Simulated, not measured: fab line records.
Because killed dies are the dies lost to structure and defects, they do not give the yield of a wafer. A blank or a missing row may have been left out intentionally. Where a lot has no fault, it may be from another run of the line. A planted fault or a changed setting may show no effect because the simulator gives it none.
Chamber matching :: flow n5-finfet :: N5_PMOS_HMC_CHANNEL_EPI_CMP_21 on cmp-02 has 4 sister chambers
The step polishes SiGe30, target thk 54 nm. 8 wafers are shown with their chamber, then 8 later ones without.

## WAFERS PAIRED WITH THEIR CHAMBERS
wafer: L084.1
chamber: 0
motor-current-A (A): 14.0

wafer: L085.5
chamber: 0
motor-current-A (A): 14.6

wafer: L086.1
chamber: 2
motor-current-A (A): 13.3

wafer: L086.2
chamber: 1
motor-current-A (A): 11.7

wafer: L087.2
chamber: 3
motor-current-A (A): 11.9

wafer: L087.4
chamber: 2
motor-current-A (A): 14.0

wafer: L087.6
chamber: 1
motor-current-A (A): 11.8

wafer: L088.1
chamber: 3
motor-current-A (A): 11.7

## WAFERS WITHOUT THEIR CHAMBER
wafer: L088.5
motor-current-A (A): 11.0

wafer: L088.6
motor-current-A (A): 14.5

wafer: L090.1
motor-current-A (A): 12.3

wafer: L090.2
motor-current-A (A): 11.4

wafer: L090.6
motor-current-A (A): 12.1

wafer: L096.1
motor-current-A (A): 14.3

wafer: L096.4
motor-current-A (A): 14.2

wafer: L096.5
motor-current-A (A): 13.3

## EACH ONE'S CHAMBER
wafer: L088.5
from the rows above: can't be placed: 1 or 3
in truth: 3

wafer: L088.6
from the rows above: can't be placed: 0 or 2
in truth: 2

wafer: L090.1
from the rows above: can't be placed: 3 or 1
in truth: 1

wafer: L090.2
from the rows above: can't be placed: 1 or 3
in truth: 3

wafer: L090.6
from the rows above: can't be placed: 3 or 1
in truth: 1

wafer: L096.1
from the rows above: can't be placed: 0 or 2
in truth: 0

wafer: L096.4
from the rows above: can't be placed: 0 or 2
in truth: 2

wafer: L096.5
from the rows above: can't be placed: 2 or 0
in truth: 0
Correctly placed: 0 of 8. Can't be placed from these rows: 8 (the true chamber is among the candidates in 8). Number placed wrongly: 0.
How it was worked out, from the rows above alone: a wafer's distance from a chamber is the root of the sum, over the readings, of the square of ((its reading less the chamber's mean) divided by the reading's scatter). If the next closest chamber is less than 2 further off than the closest, the wafer can't be placed; otherwise it belongs to the closest. The mean given for a chamber averages the wafers shown for that chamber. How the scatter is found: for the shown wafers, subtract from each reading the mean of its chamber, square and add these, divide the total by (wafers less chambers), then take the root.
